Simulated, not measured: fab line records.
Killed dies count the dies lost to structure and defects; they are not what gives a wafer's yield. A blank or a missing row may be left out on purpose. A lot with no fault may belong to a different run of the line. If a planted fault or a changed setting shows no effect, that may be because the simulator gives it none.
Matching of chambers -- flow nandHarc -- aldHk-02 running NHARC_A_WL_FILL_ALD_10: 4 sister chambers
The step deposits SiO2, target thk 50 nm, pulse time 10 s, ald cycles 500. 8 wafers are shown with their chamber, then 12 later ones without.

WAFERS WITH THEIR CHAMBER
wafer,chamber,heaterPowerW (W),susceptorTempC (C)
L083.6,0,465,299.82
L085.2,3,464,300.00
L087.2,0,461,299.90
L087.3,3,468,299.59
L086.4,1,462,299.97
L089.2,2,448,299.87
L089.3,1,468,300.10
L089.6,2,440,299.96

WAFERS WITH NO CHAMBER GIVEN
wafer,heaterPowerW (W),susceptorTempC (C)
L091.3,469,300.12
L091.4,442,299.87
L091.2,465,300.04
L093.1,479,299.89
L093.5,467,299.97
L093.6,437,300.02
L095.2,405,299.99
L095.3,474,299.78
L095.6,465,299.95
L097.2,474,300.30
L097.3,480,300.15
L097.5,465,300.02

THE CHAMBER EACH PASSED THROUGH
wafer,from the rows above,in truth
L091.3,can't be placed: 1 or 3 or 0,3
L091.4,2,2
L091.2,can't be placed: 1 or 0 or 3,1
L093.1,can't be placed: 3 or 1 or 0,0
L093.5,can't be placed: 1 or 3 or 0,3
L093.6,2,2
L095.2,2,2
L095.3,can't be placed: 3 or 1 or 0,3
L095.6,can't be placed: 1 or 0 or 3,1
L097.2,can't be placed: 1 or 3 or 0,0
L097.3,can't be placed: 1 or 3 or 0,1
L097.5,can't be placed: 1 or 0 or 3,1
Correct placement for 3 of the 12. From these rows, 9 cannot be placed; in 9 the true chamber is one of the candidates. 0 placed wrongly.
How it was worked out, from the rows above alone: a wafer's distance from a chamber is the root of the sum, over the readings, of the square of ((its reading less the chamber's mean) divided by the reading's scatter). If the next closest chamber is less than 2 further off than the closest, the wafer can't be placed; otherwise it belongs to the closest. Each chamber's mean is taken over the wafers shown for it. The scatter: the root of (the sum of the squares of (reading less its chamber's mean) over the shown wafers, divided by (wafers less chambers)).
